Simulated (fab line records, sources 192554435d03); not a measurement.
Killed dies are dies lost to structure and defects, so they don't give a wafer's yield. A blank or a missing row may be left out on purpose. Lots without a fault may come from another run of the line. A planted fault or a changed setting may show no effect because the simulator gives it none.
Split-lot experiment | flow n5_finfet | 7 lots, 39 wafers read, on a route of 1938 steps

THE SPLIT
At N5_ILD0_ALD_15 (deposits SiNx, target thk 24 nm, pulse time 1 s, ald cycles 480), the setting ald_cycles was moved away from the recipe's 480 on 15 of the 39 wafers read, by -53.8% to +45.4%. The other wafers ran this setting at the recipe's value.

The reading is taken at the split's own step.

THE READING
SiNx_of_ILD0_ALD_15.thk_nm (the simulator's own value, which no gauge read), in nm, at N5_ILD0_ALD_15 (deposits SiNx, target thk 24 nm, pulse time 1 s, ald cycles 480). The file gives no usual value for it. The 24 wafers here that ran the recipe average 24.0 nm, standard deviation 0.12 nm.

wafer  | tool, chamber at the split | ald_cycles as run | against the recipe | SiNx_of_ILD0_ALD_15.thk_nm, nm | against lot-mates on the recipe
L074.3 | ald_sin-01, 1,2            | 480               | recipe             | 24                             | -
L074.4 | ald_sin-01, 1,2            | 480               | recipe             | 24                             | -
L074.5 | ald_sin-01, 3              | 480               | recipe             | 23.8                           | -
L077.1 | ald_sin-03, 2,1,0          | 698               | +45.4%             | 35                             | +10.9
L077.2 | ald_sin-03, 2,1,0          | 698               | +45.4%             | 35                             | +10.9
L077.3 | ald_sin-03, 2,1,0          | 698               | +45.4%             | 35                             | +10.9
L077.4 | ald_sin-03, 3              | 480               | recipe             | 24.2                           | -
L077.5 | ald_sin-03, 3              | 480               | recipe             | 24.2                           | -
L077.6 | ald_sin-03, 0              | 480               | recipe             | 24                             | -
L078.1 | ald_sin-04, 1              | 656               | +36.7%             | 32.6                           | +8.5
L078.6 | ald_sin-04, 1              | 656               | +36.7%             | 32.6                           | +8.5
L078.2 | ald_sin-04, 0              | 480               | recipe             | 24.2                           | -
L078.3 | ald_sin-04, 3              | 656               | +36.7%             | 32.8                           | +8.7
L078.4 | ald_sin-04, 2,0            | 480               | recipe             | 24                             | -
L078.5 | ald_sin-04, 2,0            | 480               | recipe             | 24                             | -
L081.1 | ald_sin-01, 1,3,3          | 578               | +20.4%             | 28.8                           | +4.8
L081.2 | ald_sin-01, 1,3,3          | 578               | +20.4%             | 28.8                           | +4.8
L081.5 | ald_sin-01, 1,3,3          | 578               | +20.4%             | 28.8                           | +4.8
L081.3 | ald_sin-01, 2,1,2          | 480               | recipe             | 24                             | -
L081.4 | ald_sin-01, 2,1,2          | 480               | recipe             | 24                             | -
L081.6 | ald_sin-01, 2,1,2          | 480               | recipe             | 24                             | -
L087.1 | ald_sin-03, 2,0,1          | 222               | -53.8%             | 11.2                           | -12.9
L087.2 | ald_sin-03, 2,0,1          | 222               | -53.8%             | 11.2                           | -12.9
L087.3 | ald_sin-03, 2,0,1          | 222               | -53.8%             | 11.2                           | -12.9
L087.4 | ald_sin-03, 3              | 480               | recipe             | 24                             | -
L087.6 | ald_sin-03, 3              | 480               | recipe             | 24                             | -
L087.5 | ald_sin-03, 2              | 480               | recipe             | 24.2                           | -
L088.1 | ald_sin-04, 3,1,2,0        | 480               | recipe             | 24                             | -
L088.3 | ald_sin-04, 3,1,2,0        | 480               | recipe             | 24                             | -
L088.4 | ald_sin-04, 3,1,2,0        | 480               | recipe             | 24                             | -
L088.6 | ald_sin-04, 3,1,2,0        | 480               | recipe             | 24                             | -
L088.2 | ald_sin-04, 0,3            | 480               | recipe             | 24.2                           | -
L088.5 | ald_sin-04, 0,3            | 480               | recipe             | 24.2                           | -
L092.1 | ald_sin-03, 3,1,2          | 286               | -40.4%             | 14.2                           | -9.7
L092.5 | ald_sin-03, 3,1,2          | 286               | -40.4%             | 14.2                           | -9.7
L092.6 | ald_sin-03, 3,1,2          | 286               | -40.4%             | 14.2                           | -9.7
L092.2 | ald_sin-03, 0,2            | 480               | recipe             | 23.8                           | -
L092.4 | ald_sin-03, 0,2            | 480               | recipe             | 23.8                           | -
L092.3 | ald_sin-03, 1              | 480               | recipe             | 24                             | -
Where a row lists several chambers, the file gives one row for several wafers and doesn't say which wafer went through which chamber.

THE FIT
A straight line over all 39 wafers: SiNx_of_ILD0_ALD_15.thk_nm changes by +0.24 nm for each +1% of ald_cycles; r = +1.00; the points scatter about the line by 0.12 nm.
The same after taking each lot's own level away (the mean of its wafers on the recipe; 39 wafers): +0.238 nm for each +1%; r = +1.00; scatter 0.088 nm.
On that fit, the largest move of ald_cycles shifts the reading by 13 nm.
The lots' own levels span 23.87 to 24.13 nm, that is 2.2 times the standard deviation above.
So the lot-to-lot level changes the slope little: the two slopes agree.
Check: with one of the wafers moved furthest among these (-53.8%) left out of the fit, the line predicts -12.8 nm for it against its lot-mates. It came out at -12.9 nm against them.

OTHER SPLITS ON THESE WAFERS
These wafers also went through other splits before the reading. Each is held against what the fit with the lots' levels taken away leaves over:
other split on the same wafers | wafers away from the commonest value | r with SiNx_of_ILD0_ALD_15.thk_nm (lot level and that fit taken away)
N5_FIN_SAQP_PECVD_06 time_s    | 18                                   | -0.01

THE WHOLE CHAIN: every reading that the file lists as answering this split, in the file's order
step           | what it does                                                           | reading                                                                     | change (the file's fit)               | r (the file's)
N5_ILD0_ALD_15 | deposits SiNx, target thk 24 nm, pulse time 1 s, ald cycles 480        | SiNx_of_ILD0_ALD_15.thk_nm (the simulator's own value, which no gauge read) | +0.238 nm for each +1% of the setting | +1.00
N5_ILD0_CMP_12 | polishes SiNx, stops on poly-Si, t overpolish 6 s, target thk 17.67 nm | time_to_endpoint_s                                                          | withheld for each +1% of the setting  | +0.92

THE FILE'S OWN FIT
SiNx_of_ILD0_ALD_15.thk_nm changes by +0.238 nm for each +1% of ald_cycles, r = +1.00.
